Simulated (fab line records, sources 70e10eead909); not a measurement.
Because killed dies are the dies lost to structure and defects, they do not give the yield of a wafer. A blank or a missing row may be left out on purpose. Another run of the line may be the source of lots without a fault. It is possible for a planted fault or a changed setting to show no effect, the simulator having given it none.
Matching of chambers || flow nand_harc || NHARC_A_STAIRCASE_TRIM_187 on rie_diel-04: 4 sister chambers
The step chemistry O2, time 211.2 s. 4 wafers are shown with their chamber, then 12 later ones without.

WAFERS, EACH WITH ITS CHAMBER
{"wafer": "L086.3", "chamber": 0, "showerhead_plenum_p_Torr (Torr)": 3.75}
{"wafer": "L089.1", "chamber": 3, "showerhead_plenum_p_Torr (Torr)": 3.58}
{"wafer": "L089.2", "chamber": 1, "showerhead_plenum_p_Torr (Torr)": 3.30}
{"wafer": "L089.3", "chamber": 2, "showerhead_plenum_p_Torr (Torr)": 3.43}

WAFERS WITHOUT THEIR CHAMBER
{"wafer": "L090.1", "showerhead_plenum_p_Torr (Torr)": 3.58}
{"wafer": "L090.5", "showerhead_plenum_p_Torr (Torr)": 3.74}
{"wafer": "L090.6", "showerhead_plenum_p_Torr (Torr)": 3.58}
{"wafer": "L091.3", "showerhead_plenum_p_Torr (Torr)": 3.74}
{"wafer": "L091.4", "showerhead_plenum_p_Torr (Torr)": 3.29}
{"wafer": "L091.6", "showerhead_plenum_p_Torr (Torr)": 3.74}
{"wafer": "L094.1", "showerhead_plenum_p_Torr (Torr)": 3.42}
{"wafer": "L094.2", "showerhead_plenum_p_Torr (Torr)": 3.29}
{"wafer": "L094.3", "showerhead_plenum_p_Torr (Torr)": 3.57}
{"wafer": "L094.4", "showerhead_plenum_p_Torr (Torr)": 3.74}
{"wafer": "L094.5", "showerhead_plenum_p_Torr (Torr)": 3.57}
{"wafer": "L094.6", "showerhead_plenum_p_Torr (Torr)": 3.42}

EACH ONE'S CHAMBER
{"wafer": "L090.1", "from the rows above": 3, "in truth": 3}
{"wafer": "L090.5", "from the rows above": 0, "in truth": 0}
{"wafer": "L090.6", "from the rows above": 3, "in truth": 3}
{"wafer": "L091.3", "from the rows above": 0, "in truth": 0}
{"wafer": "L091.4", "from the rows above": 1, "in truth": 1}
{"wafer": "L091.6", "from the rows above": 0, "in truth": 0}
{"wafer": "L094.1", "from the rows above": 2, "in truth": 2}
{"wafer": "L094.2", "from the rows above": 1, "in truth": 1}
{"wafer": "L094.3", "from the rows above": 3, "in truth": 3}
{"wafer": "L094.4", "from the rows above": 0, "in truth": 0}
{"wafer": "L094.5", "from the rows above": 3, "in truth": 3}
{"wafer": "L094.6", "from the rows above": 2, "in truth": 2}
Correct placement for 12 of the 12. Can't be placed from these rows: 0. Number placed wrongly: 0.
How it was worked out, from the rows above alone: a wafer's distance from a chamber is the root of the sum, over the readings, of the square of ((its reading less the chamber's mean) divided by the reading's scatter). If the next closest chamber is less than 2 further off than the closest, the wafer can't be placed; otherwise it belongs to the closest. For every chamber, the mean is computed from those of its wafers that are shown. The scatter: with one shown wafer a chamber, the root of the mean of the squares of how far each hidden wafer lies from its nearest shown one.
